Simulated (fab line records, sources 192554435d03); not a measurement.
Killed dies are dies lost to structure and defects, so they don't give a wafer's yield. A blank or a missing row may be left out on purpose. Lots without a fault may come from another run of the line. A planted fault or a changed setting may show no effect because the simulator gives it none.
Chamber matching | flow n5_finfet | N5_BEOL_M0_SAQP_STRIP_86 on rie_diel-03: 4 sister chambers
The step strips in N2/H2. 27 wafers are shown with their chamber, then 12 later ones without.

WAFERS WITH THEIR CHAMBER
wafer  | chamber | showerhead_plenum_p_Torr (Torr) | drypump_motor_current_A (A) | throttle_valve_pct (%)
L074.1 | 3       | 3.54                            | 5.9                         | 18.81
L074.2 | 1       | 3.36                            | 5.2                         | 19.27
L074.4 | 2       | 3.51                            | 6.4                         | 18.78
L081.1 | 1       | 3.35                            | 5.2                         | 19.29
L081.5 | 0       | 3.33                            | 5.4                         | 18.90
L081.6 | 1       | 3.35                            | 5.2                         | 19.27
L082.3 | 0       | 3.33                            | 5.3                         | 18.90
L082.4 | 1       | 3.35                            | 5.2                         | 19.28
L082.6 | 2       | 3.51                            | 6.4                         | 18.79
L083.2 | 1       | 3.35                            | 5.2                         | 19.31
L083.4 | 0       | 3.33                            | 5.3                         | 18.92
L083.5 | 1       | 3.35                            | 5.2                         | 19.27
L085.2 | 0       | 3.33                            | 5.3                         | 18.93
L085.3 | 1       | 3.35                            | 5.2                         | 19.30
L085.4 | 3       | 3.52                            | 5.9                         | 18.85
L087.4 | 3       | 3.52                            | 5.9                         | 18.85
L087.5 | 0       | 3.33                            | 5.3                         | 18.92
L087.6 | 1       | 3.34                            | 5.2                         | 19.29
L088.3 | 0       | 3.33                            | 5.3                         | 18.96
L088.5 | 1       | 3.34                            | 5.2                         | 19.31
L088.6 | 0       | 3.33                            | 5.3                         | 18.93
L091.2 | 1       | 3.34                            | 5.2                         | 19.31
L091.3 | 3       | 3.52                            | 5.8                         | 18.87
L091.5 | 1       | 3.34                            | 5.2                         | 19.29
L092.4 | 1       | 3.34                            | 5.2                         | 19.33
L092.5 | 3       | 3.52                            | 5.9                         | 18.88
L092.6 | 2       | 3.50                            | 6.5                         | 18.84

SIGNATURES (means of the wafers above)
reading                  | chamber 0 | chamber 1 | chamber 2 | chamber 3 | scatter within a chamber
showerhead_plenum_p_Torr | 3.3300    | 3.3467    | 3.5067    | 3.5240    | 0.00609
drypump_motor_current_A  | 5.314     | 5.200     | 6.433     | 5.880     | 0.0318
throttle_valve_pct       | 18.9229   | 19.2933   | 18.8033   | 18.8520   | 0.0224
Rule: a wafer's distance from a chamber is the root of the sum, over the readings, of the square of ((its reading less the chamber's mean) divided by the reading's scatter). The wafer belongs to the nearest chamber; if the next one is less than 2 further off, it can't be placed. The scatter: the root of (the sum of the squares of (reading less its chamber's mean) over the shown wafers, divided by (wafers less chambers)).

WAFERS WITHOUT THEIR CHAMBER
wafer  | showerhead_plenum_p_Torr (Torr) | drypump_motor_current_A (A) | throttle_valve_pct (%)
L093.3 | 3.34                            | 5.2                         | 19.33
L093.4 | 3.50                            | 6.5                         | 18.85
L093.5 | 3.52                            | 5.9                         | 18.85
L096.1 | 3.49                            | 6.5                         | 18.82
L096.2 | 3.34                            | 5.2                         | 19.34
L096.3 | 3.51                            | 5.9                         | 18.89
L096.4 | 3.32                            | 5.3                         | 18.95
L096.5 | 3.34                            | 5.2                         | 19.33
L096.6 | 3.49                            | 6.4                         | 18.83
L097.3 | 3.34                            | 5.2                         | 19.33
L097.4 | 3.51                            | 5.8                         | 18.92
L097.6 | 3.34                            | 5.2                         | 19.35

WHICH CHAMBER EACH WENT THROUGH
wafer  | from the rows above | in truth
L093.3 | 1                   | 1
L093.4 | 2                   | 2
L093.5 | 3                   | 3
L096.1 | 2                   | 2
L096.2 | 1                   | 1
L096.3 | 3                   | 3
L096.4 | 0                   | 0
L096.5 | 1                   | 1
L096.6 | 2                   | 2
L097.3 | 1                   | 1
L097.4 | 3                   | 3
L097.6 | 1                   | 1
Placed correctly: 12 of 12. Can't be placed from these rows: 0. Placed wrongly: 0.
